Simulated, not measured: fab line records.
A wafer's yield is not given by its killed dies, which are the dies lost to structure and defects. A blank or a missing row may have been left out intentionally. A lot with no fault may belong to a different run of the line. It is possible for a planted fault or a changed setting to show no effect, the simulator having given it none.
Matching of chambers | flow n5Finfet | uvCure-03 running N5_BEOL_M10_CURE_72: 3 sister chambers
The step cures SiCOH lowk, time 120 s. 6 wafers are shown with their chamber, then 10 later ones without.

WAFERS PAIRED WITH THEIR CHAMBERS
wafer  | chamber | wafer_temp_C_max | lampPowerPct (%)
L082.3 | 2       | 372.6            | 52.23
L082.6 | 2       | 372.1            | 52.33
L086.2 | 1       | 371.3            | 52.41
L086.3 | 1       | 371.5            | 52.23
L088.1 | 0       | 371.1            | 52.28
L088.3 | 0       | 371.5            | 52.23

WAFERS WITHOUT THEIR CHAMBER
wafer  | wafer_temp_C_max | lampPowerPct (%)
L088.5 | 371.2            | 52.28
L091.2 | 372.3            | 52.32
L091.3 | 371.7            | 52.35
L091.4 | 372.2            | 52.35
L089.2 | 370.9            | 52.34
L089.3 | 371.1            | 52.31
L089.6 | 370.8            | 52.29
L092.2 | 371.7            | 52.30
L092.4 | 373.0            | 52.38
L092.6 | 372.0            | 52.31

WHICH CHAMBER EACH ONE RAN IN
wafer  | from the rows above          | in truth
L088.5 | can't be placed: 0 or 1      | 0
L091.2 | 2                            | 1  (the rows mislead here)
L091.3 | can't be placed: 1 or 0 or 2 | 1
L091.4 | can't be placed: 2 or 1      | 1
L089.2 | can't be placed: 0 or 1      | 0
L089.3 | can't be placed: 0 or 1      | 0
L089.6 | can't be placed: 0 or 1      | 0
L092.2 | can't be placed: 1 or 0 or 2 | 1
L092.4 | 2                            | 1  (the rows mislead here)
L092.6 | can't be placed: 2 or 1 or 0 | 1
Correctly placed: 0 of 10. Can't be placed from these rows: 8 (the true chamber is among the candidates in 8). Wrongly placed: 2.
How it was worked out, from the rows above alone: a wafer's distance from a chamber is the root of the sum, over the readings, of the square of ((its reading less the chamber's mean) divided by the reading's scatter). The wafer belongs to the nearest chamber; if the next one is less than 2 further off, it can't be placed. The mean given for a chamber averages the wafers shown for that chamber. The scatter: take each reading less its chamber's mean, square it, sum over the shown wafers, divide by the number of wafers less the number of chambers, and take the root.
